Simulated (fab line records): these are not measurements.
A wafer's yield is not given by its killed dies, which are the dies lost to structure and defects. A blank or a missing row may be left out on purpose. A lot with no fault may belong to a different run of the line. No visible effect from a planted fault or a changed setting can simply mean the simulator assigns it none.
Lot-split experiment -- flow n5 finfet -- 21 wafers read from 7 lots, route of 1938 steps

== ON THE SPLIT ==
At N5_BEOL_M9_ILD_DEP_00 (deposits SiCOH lowk from DEMS/porogen, target thk 308.51 nm, time 58 s), the setting time s was moved away from the recipe's 58 s on 8 of the 21 wafers read, by -13.1% to +12.1%. The other wafers ran this setting at the recipe's value.

== FROM SPLIT TO READING: 1 step shown by the file between the two ==
- N5_BEOL_M9_CURE_71: cures SiCOH lowk, time 240 s

== THE READING ==
Values of M9_ILD_THK in nm from N5_BEOL_M9_THK_MEAS_01. Fault-free wafers of this fab line usually give 269 nm, standard deviation 4.6 nm.

wafer,"tool, chamber at the split","time s as run, s",against the recipe,"M9_ILD_THK, nm",against lot-mates on the recipe
L075.3,"pecvd-03, 1",58,recipe,265,-
L075.5,"pecvd-03, 0",58,recipe,272,-
L075.6,"pecvd-03, 2",50.41,-13.1%,241,-28
L077.1,"pecvd-02, 2",58,recipe,258,-
L077.2,"pecvd-02, 1",54.85,-5.4%,246,-12
L077.6,"pecvd-02, 1",54.85,-5.4%,250,-8
L083.1,"pecvd-03, 2,0",58,recipe,270,-
L083.3,"pecvd-03, 2,0",58,recipe,269,-
L083.6,"pecvd-03, 1",58,recipe,273,-
L080.1,"pecvd-04, 2",58,recipe,271,-
L080.3,"pecvd-04, 1",65.03,+12.1%,300,+29
L080.6,"pecvd-04, 1",65.03,+12.1%,308,+37
L091.2,"pecvd-03, 1",64,+10.3%,292,+22
L091.5,"pecvd-03, 1",58,recipe,267,-
L091.6,"pecvd-03, 2",58,recipe,273,-
L090.3,"pecvd-04, 0",58,recipe,265,-
L090.5,"pecvd-04, 1",58,recipe,276,-
L090.6,"pecvd-04, 0",58,recipe,268,-
L095.2,"pecvd-02, 2",62,+6.9%,283,+16
L095.3,"pecvd-02, 0",58,recipe,267,-
L095.6,"pecvd-02, 1",62,+6.9%,287,+20
The file does not say which wafer passed through which chamber wherever a row lists several chambers: such a row stands for several wafers.

THE FIT
A straight line over all 21 wafers: M9_ILD_THK changes by +2.64 nm for each +1% of time s; r = +0.95; the points scatter about the line by 5 nm.
The same after taking each lot's own level away (the mean of its wafers on the recipe; 21 wafers): +2.37 nm for each +1%; r = +0.97; scatter 3.4 nm.
On that fit, the largest move of time s shifts the reading by 31 nm.
The lots' own levels span 258.0 to 271.0 nm, that is 2.8 times the standard deviation above.
Hence the slope depends on the lot-to-lot level, as the two fits are not the same.
Check: with one of the wafers moved furthest among these (-13.1%) left out of the fit, the line predicts -31.5 nm for it against its lot-mates. Against them it came out at -27.5 nm.

== FURTHER SPLITS ON THESE WAFERS ==
Before the reading, these wafers also passed through other splits. Each is held against what the fit with the lots' levels taken away leaves over:
other split on the same wafers,wafers away from the commonest value,r with M9_ILD_THK (lot level and that fit taken away)
N5_BEOL_M4_COAT_67 spin rpm,9,+0.23
N5_BEOL_M7_DESCUM_33 time s,8,-0.30
N5_BEOL_M7_TRENCH_ETCH_37 source w,6,+0.36
N5_BEOL_M8_DESCUM_33 time s,5,+0.16
N5_BEOL_M8_ETCH_72 h2 flow sccm,2,+0.40

== THE WHOLE CHAIN: every reading that the file lists as answering this split, in the file's order ==
step,what it does,reading,change (the file's fit),r (the file's)
N5_BEOL_M9_ILD_DEP_00,"deposits SiCOH lowk from DEMS/porogen, target thk 308.51 nm, time 58 s","SiCOH_lowk_of_BEOL_M9_ILD_DEP_00.thk nm (the simulator's own value, which no gauge read)",+2.65 nm for each +1% of the setting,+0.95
N5_BEOL_M9_CURE_71,"cures SiCOH lowk, time 240 s","SiCOH_lowk_of_BEOL_M9_ILD_DEP_00.thk nm (the simulator's own value, which no gauge read)",+2.35 nm for each +1% of the setting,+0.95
N5_BEOL_M9_THK_MEAS_01,,M9_ILD_THK,+2.33 for each +1% of the setting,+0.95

== THE FILE'S OWN FIT ==
M9_ILD_THK changes by +2.33 nm for each +1% of time s, r = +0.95.
